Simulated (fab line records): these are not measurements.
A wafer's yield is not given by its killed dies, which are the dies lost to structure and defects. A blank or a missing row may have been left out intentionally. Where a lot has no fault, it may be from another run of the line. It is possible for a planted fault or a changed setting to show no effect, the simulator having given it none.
Matching of chambers :: flow n5 finfet :: N5_BEOL_M4_ALD_98 on ald sin-02: 4 sister chambers
The step deposits SiO2, target thk 2.5 nm, pulse time 1 s, co reactant pulse time 1 s. 8 wafers are shown with their chamber, then 9 later ones without.

== WAFERS, EACH WITH ITS CHAMBER ==
wafer: L079.1
chamber: 0
heater power w (W): 76
precursor pulse height rel: 1.018

wafer: L083.5
chamber: 2
heater power w (W): 78
precursor pulse height rel: 0.986

wafer: L084.1
chamber: 1
heater power w (W): 74
precursor pulse height rel: 0.992

wafer: L084.5
chamber: 3
heater power w (W): 94
precursor pulse height rel: 0.971

wafer: L084.6
chamber: 0
heater power w (W): 78
precursor pulse height rel: 0.992

wafer: L085.2
chamber: 1
heater power w (W): 72
precursor pulse height rel: 0.984

wafer: L085.3
chamber: 3
heater power w (W): 94
precursor pulse height rel: 1.011

wafer: L085.4
chamber: 2
heater power w (W): 78
precursor pulse height rel: 1.001

== WAFERS WITHOUT THEIR CHAMBER ==
wafer: L090.2
heater power w (W): 77
precursor pulse height rel: 1.011

wafer: L090.3
heater power w (W): 72
precursor pulse height rel: 0.974

wafer: L090.4
heater power w (W): 79
precursor pulse height rel: 1.006

wafer: L093.1
heater power w (W): 75
precursor pulse height rel: 0.975

wafer: L093.2
heater power w (W): 71
precursor pulse height rel: 1.035

wafer: L093.5
heater power w (W): 80
precursor pulse height rel: 0.993

wafer: L092.2
heater power w (W): 81
precursor pulse height rel: 0.990

wafer: L092.4
heater power w (W): 79
precursor pulse height rel: 1.003

wafer: L092.6
heater power w (W): 73
precursor pulse height rel: 0.996

== EACH ONE'S CHAMBER ==
wafer: L090.2
from the rows above: can't be placed: 0 or 2
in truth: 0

wafer: L090.3
from the rows above: 1
in truth: 1

wafer: L090.4
from the rows above: can't be placed: 2 or 0
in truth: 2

wafer: L093.1
from the rows above: can't be placed: 1 or 0 or 2
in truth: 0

wafer: L093.2
from the rows above: 1
in truth: 1

wafer: L093.5
from the rows above: can't be placed: 2 or 0
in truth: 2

wafer: L092.2
from the rows above: can't be placed: 2 or 0
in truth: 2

wafer: L092.4
from the rows above: can't be placed: 2 or 0
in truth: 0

wafer: L092.6
from the rows above: 1
in truth: 1
3 of 9 placed correctly. From these rows, 6 cannot be placed; in 6 the true chamber is one of the candidates. Number placed wrongly: 0.
How it was worked out, from the rows above alone: a wafer's distance from a chamber is the root of the sum, over the readings, of the square of ((its reading less the chamber's mean) divided by the reading's scatter). The wafer belongs to the nearest chamber; if the next one is less than 2 further off, it can't be placed. The mean given for a chamber averages the wafers shown for that chamber. The scatter is the square root of a quotient: the sum, over the shown wafers, of each reading's squared deviation from its chamber's mean, divided by wafers minus chambers.
